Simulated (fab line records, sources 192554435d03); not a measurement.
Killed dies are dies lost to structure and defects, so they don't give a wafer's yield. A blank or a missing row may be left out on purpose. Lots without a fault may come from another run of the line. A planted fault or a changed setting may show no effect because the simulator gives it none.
Chamber matching | flow n5_finfet | N5_PMOS_HMC_CHANNEL_EPI_ETCH_38 on rie_si-04: 4 sister chambers
The step etches SiO2 in CF4, target depth 1.5 nm. 8 wafers are shown with their chamber, then 8 later ones without.

WAFERS WITH THEIR CHAMBER
wafer  | chamber | drypump_motor_current_A (A) | throttle_valve_pct (%)
L081.5 | 1       | 6.5                         | 22.26
L083.1 | 3       | 5.8                         | 22.14
L083.2 | 2       | 6.1                         | 21.70
L083.3 | 0       | 5.5                         | 21.73
L083.4 | 1       | 6.5                         | 22.25
L083.5 | 0       | 5.5                         | 21.71
L083.6 | 3       | 5.8                         | 22.13
L084.2 | 2       | 6.0                         | 21.73

WAFERS WITHOUT THEIR CHAMBER
wafer  | drypump_motor_current_A (A) | throttle_valve_pct (%)
L084.3 | 5.8                         | 22.12
L084.4 | 5.5                         | 21.71
L087.1 | 6.5                         | 22.23
L087.2 | 5.8                         | 22.14
L087.4 | 5.5                         | 21.71
L095.1 | 5.8                         | 22.12
L095.2 | 6.5                         | 22.25
L095.5 | 5.5                         | 21.73

WHICH CHAMBER EACH WENT THROUGH
wafer  | from the rows above | in truth
L084.3 | 3                   | 3
L084.4 | 0                   | 0
L087.1 | 1                   | 1
L087.2 | 3                   | 3
L087.4 | 0                   | 0
L095.1 | 3                   | 3
L095.2 | 1                   | 1
L095.5 | 0                   | 0
Placed correctly: 8 of 8. Can't be placed from these rows: 0. Placed wrongly: 0.
How it was worked out, from the rows above alone: a wafer's distance from a chamber is the root of the sum, over the readings, of the square of ((its reading less the chamber's mean) divided by the reading's scatter). The wafer belongs to the nearest chamber; if the next one is less than 2 further off, it can't be placed. A chamber's mean is the mean of its shown wafers. The scatter: the root of (the sum of the squares of (reading less its chamber's mean) over the shown wafers, divided by (wafers less chambers)).
